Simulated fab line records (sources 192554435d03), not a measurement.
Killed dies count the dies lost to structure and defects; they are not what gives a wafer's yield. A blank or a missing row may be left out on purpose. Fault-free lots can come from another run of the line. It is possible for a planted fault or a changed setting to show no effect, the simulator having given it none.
A lot that was struck, set against a sound lot | flow n5 finfet | 15 steps out of a route of 1938
Sound: wafers L946.1, L946.2, L946.4. Struck: wafer L943.2 (left out: L943.5, L943.6 of the same lot, which were not struck); the cause appears at the end.
For every step that has rows: the tool of each side, followed by ch and its chambers, followed by its first start. Under that, the readings that differ: sound wafers | struck wafers | difference of the means | sigmas: that difference in standard deviations of wafers without a fault.
alike: same words and numbers on both sides, and readings whose means sit less than 2 such deviations apart. not compared: any withheld reading, any reading some wafer has no value for, any bound like >300 that may hide the same value, and any number with overlapping values for which the record gives no deviation.
Wherever a step has rows on one side only, a row that says differs or no value, or a row with sigmas, the two part there. Numbers that don't overlap but have no deviation are shown without sigmas and don't part them. A reading missing from all wafers of one side parts the sides only when that side holds two or more wafers.

first, 2 steps without rows for these wafers: N5_BEOL_M0_SPUTTER_132 (material Cu, target thk 4 nm, time 7.37 s); N5_BEOL_M0_ANNEAL_133 (time 60 s).
N5_BEOL_M0_SPUTTER_134: material Cu, target thk 4 nm, time 7.37 s.
  struck on pvd sputter-03, day 10 18:25; sound on pvd sputter-01, day 11 10:47
  alike: substrate temp c, throttle valve pct
N5_BEOL_M0_ANNEAL_135: time 60 s.
  struck on pvd sputter-03, day 10 18:29; sound on pvd sputter-01, day 11 10:52
  alike: heater power w
N5_BEOL_M0_SPUTTER_141: material Cu, target thk 4 nm, time 7.37 s.
  struck on pvd sputter-03, day 10 18:32; sound on pvd sputter-01, day 11 10:54
  alike: substrate temp c, throttle valve pct
then, 1 step without rows for these wafers: N5_BEOL_M0_ECD_118 (material Cu, target thk 300 nm).
N5_BEOL_M0_ANNEAL_119: time 90 s.
  sound on rtp anneal-01 ch 0, day 11 11:22; struck on rtp anneal-02 ch 0, day 10 18:47
  alike: wafer_temp_C_max
N5_BEOL_M0_CMP_120: polishes, stops on SiOC, t overpolish 6.9 s.
  sound on cmp-03 ch 0,2,3, day 11 11:40; struck on cmp-01 ch 3, day 10 20:18
  alike: barrier field endpoint s, clearing platen rpm, motor current A, overpolish run s, time to endpoint s
then, 3 steps without rows for these wafers: N5_BEOL_M0_PRE_CLEAN_131 (time 15 s); N5_BEOL_M0_CO_CAP_123 (material Co, precursor CCTBA/H2, target thk 2 nm, time 102.1 s); N5_BEOL_M0_PRE_CLEAN_124 (time 15 s).
N5_BEOL_M0_DEP_125: deposits SiCN from 3MS/NH3, target thk 8 nm, time 14 s.
  sound on pecvd-01 ch 1,2, day 11 12:10; struck on pecvd-03 ch 1, day 10 20:56
  reading                                   | sound             | struck | difference | sigmas
  showerhead plenum p Torr (Torr)           | 3.659 3.685 3.665 | 3.631  | -0.039     | -3
  model.SiCN_of_BEOL_M0_DEP_125.thk nm (nm) | 8 7.8 8           | 7      | -1         |
  alike: throttle valve pct
N5_BEOL_M0_RS_MEAS_126: measurement is done with a four-point probe.
  struck on film metro-01, day 10 21:01; sound on film metro-02, day 11 12:13
  alike: M0_RS
-- a jump in the record: the struck wafers' starts before and after are 2 days apart (it breaks off in module BEOL_M0 and resumes in module BEOL_M4, where the first step shown is number 1111 of the route) --
N5_BEOL_M4_RC_MEAS_101:
  sound on prober-01 ch 0, day 13 20:20; struck on prober-01 ch 0, day 12 22:54
  reading       | sound          | struck | difference | sigmas
  SS_N (mV/dec) | 72.7 71.9 70.8 | 70.0   | -1.8       | -2
  alike: DIBL_N, DIBL_P, IOFF_N, IOFF_P, ION_N, ION_P, SS_P, VT_N, VT_P
N5_PASSIVATION_PROBE_49:
  rows exist in the record for the sound wafers here (prober-01, day 18 02:49), none for the struck ones

## WHERE THEY PART
Earliest at N5_BEOL_M0_DEP_125; latest, in this record, at N5_PASSIVATION_PROBE_49.

WHY: what the simulator had put in
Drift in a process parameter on pecvd-03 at N5_BEOL_M0_DEP_125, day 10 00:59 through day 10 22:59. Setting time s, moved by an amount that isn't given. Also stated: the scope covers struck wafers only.
